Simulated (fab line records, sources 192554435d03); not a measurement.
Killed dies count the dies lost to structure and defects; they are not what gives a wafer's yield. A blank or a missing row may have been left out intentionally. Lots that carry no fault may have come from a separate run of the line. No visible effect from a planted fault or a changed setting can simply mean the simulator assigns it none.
Lot-split experiment + flow n5_finfet + on a route of 1938 steps: 7 lots, 21 wafers read

SPLIT DETAILS
At N5_PASSIVATION_ETCH_15 (etches SiCN in CF4/N2, target depth 75 nm, time 81.2 s), the setting bias_w was moved away from the recipe's 70 W on 6 of the 21 wafers read, by -6.4% to +17.6%. The other wafers ran this setting at the recipe's value.

Reading taken at the split's own step.

THE READING
rf_vpp_V, in V, at N5_PASSIVATION_ETCH_15 (etches SiCN in CF4/N2, target depth 75 nm, time 81.2 s). On this fab line, fault-free wafers typically give 381.6 V with a standard deviation of 1.5 V.

| wafer  | tool, chamber at the split | bias_w as run, W | against the recipe | rf_vpp_V, V | against lot-mates on the recipe |
|--------|----------------------------|------------------|--------------------|-------------|---------------------------------|
| L078.1 | rie_diel-01, 0             | 70               | recipe             | 381.2       | -                               |
| L078.3 | rie_diel-01, 2             | 70               | recipe             | 383.6       | -                               |
| L078.4 | rie_diel-01, 3             | 70               | recipe             | 380.4       | -                               |
| L081.3 | rie_diel-02, 3             | 70               | recipe             | 382.6       | -                               |
| L081.4 | rie_diel-02, 0             | 70               | recipe             | 381.6       | -                               |
| L081.6 | rie_diel-02, 2             | 70               | recipe             | 383.9       | -                               |
| L083.2 | rie_diel-02, 3             | 65.5             | -6.4%              | 367.2       | -14.3                           |
| L083.3 | rie_diel-02, 1             | 65.5             | -6.4%              | 363.7       | -17.8                           |
| L083.4 | rie_diel-02, 1             | 70               | recipe             | 381.5       | -                               |
| L084.1 | rie_diel-02, 3             | 70               | recipe             | 382.7       | -                               |
| L084.4 | rie_diel-02, 3             | 81.89            | +17.0%             | 420.9       | +38.2                           |
| L084.5 | rie_diel-02, 1             | 81.89            | +17.0%             | 420.7       | +38.0                           |
| L085.2 | rie_diel-06, 1             | 70               | recipe             | 382.1       | -                               |
| L085.4 | rie_diel-06, 3             | 70               | recipe             | 384.2       | -                               |
| L085.5 | rie_diel-06, 1             | 70               | recipe             | 381.2       | -                               |
| L097.1 | rie_diel-06, 0             | 82.3             | +17.6%             | 422.0       | +39.1                           |
| L097.2 | rie_diel-06, 1             | 70               | recipe             | 382.9       | -                               |
| L097.4 | rie_diel-06, 3             | 82.3             | +17.6%             | 424.0       | +41.1                           |
| L095.1 | rie_diel-01, 1             | 70               | recipe             | 380.3       | -                               |
| L095.4 | rie_diel-01, 0             | 70               | recipe             | 379.5       | -                               |
| L095.6 | rie_diel-01, 2             | 70               | recipe             | 381.5       | -                               |

FIT RESULTS
A straight line over all 21 wafers: rf_vpp_V changes by +2.34 V for each +1% of bias_w; r = +1.00; the points scatter about the line by 1.4 V.
The same after taking each lot's own level away (the mean of its wafers on the recipe; 21 wafers): +2.29 V for each +1%; r = +1.00; scatter 1.2 V.
According to that fit, moving bias_w by its largest amount changes the reading by 40 V.
Across the lots, their own levels run from 380.43 to 382.90 V, a range of 1.6 times the standard deviation given above.
Hence the lot-to-lot level has little effect on the slope; both slopes agree.
Check: with one of the wafers moved furthest among these (+17.6%) left out of the fit, the line predicts +40.3 V for it against its lot-mates. Against them it came out at +39.1 V.
Tool readings at the split's step, against how far the setting was moved: rf_vpp_V r = +1.00.

THESE WAFERS: OTHER SPLITS
Before the reading, these wafers also passed through other splits. Each is held against what the fit with the lots' levels taken away leaves over:
| other split on the same wafers     | wafers away from the commonest value | r with rf_vpp_V (lot level and that fit taken away) |
|------------------------------------|--------------------------------------|-----------------------------------------------------|
| N5_BEOL_M13_EXPOSE_25 dose_mj      | 6                                    | +0.05                                               |
| N5_BEOL_M13_TRENCH_ETCH_34 time_s  | 6                                    | -0.10                                               |
| N5_BEOL_M15_SPUTTER_44 time_s      | 7                                    | -0.09                                               |
| N5_MIM_BOT_LITHO_EXPOSE_05 dose_mj | 3                                    | +0.13                                               |
| N5_MIM_BOT_ETCH_ETCH_04 source_w   | 9                                    | -0.03                                               |

THE FILE'S OWN FIT
rf_vpp_V changes by +2.28 V for each +1% of bias_w, r = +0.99.
